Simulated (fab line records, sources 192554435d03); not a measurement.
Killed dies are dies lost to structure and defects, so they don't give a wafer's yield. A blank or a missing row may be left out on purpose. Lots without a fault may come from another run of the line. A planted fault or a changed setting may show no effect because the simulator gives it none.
Problem report in the 8D (eight disciplines) form, filled by code | flow n5_finfet | the parts of the form that need people (team, actions taken, sign-off) are left out

1. THE PROBLEM
rf_fwd_power_W at N5_PASSIVATION_PASS_ETCH_47 reads a mean of 662.7 W on 6 wafers of 2 lots; wafers without a fault read 534.1 W with a standard deviation of 1.6. That is +80 standard deviations from the usual mean.
The step: etches SiNx in CF4/O2, target depth 770 nm, time 385 s.
First seen on wafer L890.2, day 13 08:20, on rie_diel-02. The record holds 33 wafers of 12 lots with a number at this step. Rule for "out", or "out of limits": more than 4 standard deviations from the usual mean. The other wafers with a number count as sound.

2. WHAT IT IS AND WHAT IT IS NOT
question                    | is                     | is not
which readings at this step | rf_fwd_power_W         | drypump_motor_current_A, oes_product_au, showerhead_plenum_p_Torr, throttle_valve_pct
which lots                  | L890, L891             | L886, L889, L898, L899, L900, L901, L904, L906, L907, L908
which wafers of those lots  | all that have a number | -
read on which tools         | rie_diel-02            | rie_diel-01, rie_diel-04
when                        | from day 13 08:20      | up to then (3 sound wafers); but 24 sound wafers of L889, L898, L899, L900, L901, L904, L906, L907, L908 came after

3. SUSPECTS, AND WHAT RULES EACH OUT
Counting: a tool at a process step up to the reading stays a suspect if it ran every lot that is out and no sound lot after the first of them.
- rie_diel-02 at N5_PASSIVATION_PASS_ETCH_47 (etches SiNx in CF4/O2, target depth 770 nm, time 385 s): ruled out as a lasting fault. Sound lots L900, L906, L904 ran on it after its first lot that is out, L890 (day 13 08:20).
Left after counting: nothing in the record.

4. THE CAUSE (what the simulator had put in)
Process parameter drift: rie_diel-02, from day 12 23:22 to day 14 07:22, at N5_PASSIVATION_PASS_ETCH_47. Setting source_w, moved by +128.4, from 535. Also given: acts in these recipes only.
Counting ruled it out, wrongly.

5. THE CHAIN OF EFFECTS, in route order
Each row: a reading whose mean over the struck wafers that have a number lies more than 3 standard deviations from the usual. Only readings for which the record gives a usual standard deviation are gone through. hours: the time from each lot's start at the first step in this table that gives one to its start at this step, as a median over the lots. sigmas: the change in usual standard deviations.
hours | step                        | reading        | usual   | on struck wafers | change | sigmas
0     | N5_PASSIVATION_PASS_ETCH_47 | rf_fwd_power_W | 534.1 W | 662.7            | +128.6 | +80
0     | N5_PASSIVATION_PASS_ETCH_47 | rf_vpp_V       | 244 V   | 217              | -27    | -3.3
The process steps in it:
- N5_PASSIVATION_PASS_ETCH_47: etches SiNx in CF4/O2, target depth 770 nm, time 385 s.

6. WHAT WOULD HAVE CAUGHT IT SOONER
In this record the first reading out of limits was taken at day 13 08:20, 9 hours after the fault began at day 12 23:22.
